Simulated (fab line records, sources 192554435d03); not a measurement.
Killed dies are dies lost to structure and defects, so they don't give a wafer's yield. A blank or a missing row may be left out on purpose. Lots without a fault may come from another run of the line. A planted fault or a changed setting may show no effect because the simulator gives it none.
A struck lot beside a sound one | flow n5_finfet | 14 steps out of a route of 1938
Sound: wafers L734.1, L734.3, L734.4. Struck: wafer L741.2. (L741.6 of the same lot was not struck and is left out.) The cause comes at the end.
At each step with rows: each side's tool, then ch and its chambers, then its first start. Under that, the readings that differ: sound wafers | struck wafers | difference of the means | sigmas: that difference in standard deviations of wafers without a fault.
alike: readings whose means differ by less than 2 such deviations, and words and numbers that are the same on both sides. not compared: withheld readings, readings that some wafer has no value for, bounds like >300 that may hide the same value, and numbers for which the record gives no deviation and whose values overlap.
The two part at a step that has a row with sigmas, a row that says differs or no value, or rows on one side only. Numbers that don't overlap but have no deviation are shown without sigmas and don't part them. A reading that every wafer of one side lacks parts them only if that side has two wafers or more.

N5_BEOL_M10_STRIP_77: strips in N2/H2, time 10 s.
  sound on rie_diel-02 ch 2,3; struck on rie_diel-04 ch 0
  alike: drypump_motor_current_A, n2_flow_sccm, oes_product_au, rf_vpp_V, showerhead_plenum_p_Torr, throttle_valve_pct
  not compared: rf_hours_counter_h
N5_BEOL_M10_OCD_MEAS_38:
  sound on ocd-01, day 10 21:19; struck on ocd-02, day 12 07:32
  alike: trench_depth_nm
then, 4 steps without rows for these wafers: N5_BEOL_M10_HM_STRIP_39 (strips TiN in peroxide tin strip, target depth 25 nm, time 158 s); N5_BEOL_M10_SRD_40 (time 30 s); N5_BEOL_M10_PRECLEAN_42 (cleans in residue remover, time 60 s); N5_BEOL_M10_SRD_43 (time 30 s).
N5_BEOL_M10_CD_MEAS_35: target cd 70 nm.
  sound on cd_sem-01, day 10 21:28; struck on cd_sem-02, day 12 07:47
  alike: cd_nm
then, 1 step without rows for these wafers: N5_BEOL_M10_CURE_72 (cures SiCOH lowk, time 120 s).
N5_BEOL_M10_DEGAS_44: time 60 s.
  sound on pvd_sputter-01, day 10 22:58; struck on pvd_sputter-02, day 12 09:37
  alike: heater_power_w
N5_BEOL_M10_PRE_CLEAN_45: time 30 s.
  sound on pvd_sputter-01, day 10 23:01; struck on pvd_sputter-02, day 12 09:40
  alike: heater_power_w
then, 1 step without rows for these wafers: N5_BEOL_M10_ALD_74 (deposits TaN, target thk 2 nm, pulse time 2 s, purge time 3 s).
N5_BEOL_M10_SURFACE_TREAT_76:
  sound on pvd_sputter-01, day 10 23:23; struck on pvd_sputter-02, day 12 10:04
  not compared: throttle_valve_pct
N5_BEOL_M10_CVD_75: deposits Co from CCTBA/H2, target thk 2 nm, time 138.9 s.
  sound on cvd_co-01 ch 0,1, day 10 23:31; struck on cvd_co-01 ch 2, day 12 10:07
  reading          | sound             | struck | difference | sigmas
  run_length_s (s) | 160.8 161.5 161.8 | 81.6   | -79.8      | -99 or more
N5_BEOL_M10_SPUTTER_48: material Cu, target thk 12 nm, time 2 s.
  sound on pvd_sputter-02, day 10 23:55; struck on pvd_sputter-03, day 12 11:26
  alike: throttle_valve_pct

WHERE THEY PART
Only at N5_BEOL_M10_CVD_75, within this record. Later steps at which nothing parts them and some readings are alike: N5_BEOL_M10_SPUTTER_48.

WHY: what the simulator had put in
Process parameter drift: cvd_co-01, from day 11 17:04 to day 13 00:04, at N5_BEOL_M10_CVD_75. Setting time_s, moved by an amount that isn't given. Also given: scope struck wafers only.
